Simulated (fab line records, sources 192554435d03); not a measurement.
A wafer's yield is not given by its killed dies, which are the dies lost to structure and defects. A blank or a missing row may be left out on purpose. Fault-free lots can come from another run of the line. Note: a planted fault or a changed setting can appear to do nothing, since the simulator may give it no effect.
Matching of chambers / flow n5-finfet / rie-diel-06 running N5_BEOL_M14_ETCH_67: 4 sister chambers
The step etches SiARC in CF4, target depth 143 nm, time 238.3 s. 4 wafers are shown with their chamber, then 10 later ones without.

## WAFERS WITH THEIR CHAMBER
wafer=L091.2; chamber=2; drypump-motor-current-A (A)=5.6
wafer=L091.4; chamber=0; drypump-motor-current-A (A)=5.7
wafer=L096.1; chamber=3; drypump-motor-current-A (A)=4.9
wafer=L096.2; chamber=1; drypump-motor-current-A (A)=5.8

## WAFERS WHOSE CHAMBER IS MISSING
wafer=L096.3; drypump-motor-current-A (A)=5.6
wafer=L096.4; drypump-motor-current-A (A)=5.7
wafer=L096.5; drypump-motor-current-A (A)=5.6
wafer=L096.6; drypump-motor-current-A (A)=4.9
wafer=L094.1; drypump-motor-current-A (A)=5.7
wafer=L094.2; drypump-motor-current-A (A)=5.8
wafer=L094.4; drypump-motor-current-A (A)=5.5
wafer=L095.3; drypump-motor-current-A (A)=5.8
wafer=L095.4; drypump-motor-current-A (A)=4.9
wafer=L095.6; drypump-motor-current-A (A)=5.8

## WHICH CHAMBER EACH WENT THROUGH
wafer=L096.3; from the rows above=2; in truth=2
wafer=L096.4; from the rows above=0; in truth=0
wafer=L096.5; from the rows above=2; in truth=2
wafer=L096.6; from the rows above=3; in truth=3
wafer=L094.1; from the rows above=0; in truth=0
wafer=L094.2; from the rows above=1; in truth=1
wafer=L094.4; from the rows above=2; in truth=2
wafer=L095.3; from the rows above=1; in truth=1
wafer=L095.4; from the rows above=3; in truth=3
wafer=L095.6; from the rows above=1; in truth=1
Correct placement for 10 of the 10. From these rows, 0 cannot be placed. 0 placed wrongly.
How it was worked out, from the rows above alone: a wafer's distance from a chamber is the root of the sum, over the readings, of the square of ((its reading less the chamber's mean) divided by the reading's scatter). The wafer belongs to the nearest chamber; if the next one is less than 2 further off, it can't be placed. A chamber's mean is the mean of its shown wafers. The scatter: with one shown wafer a chamber, the root of the mean of the squares of how far each hidden wafer lies from its nearest shown one.
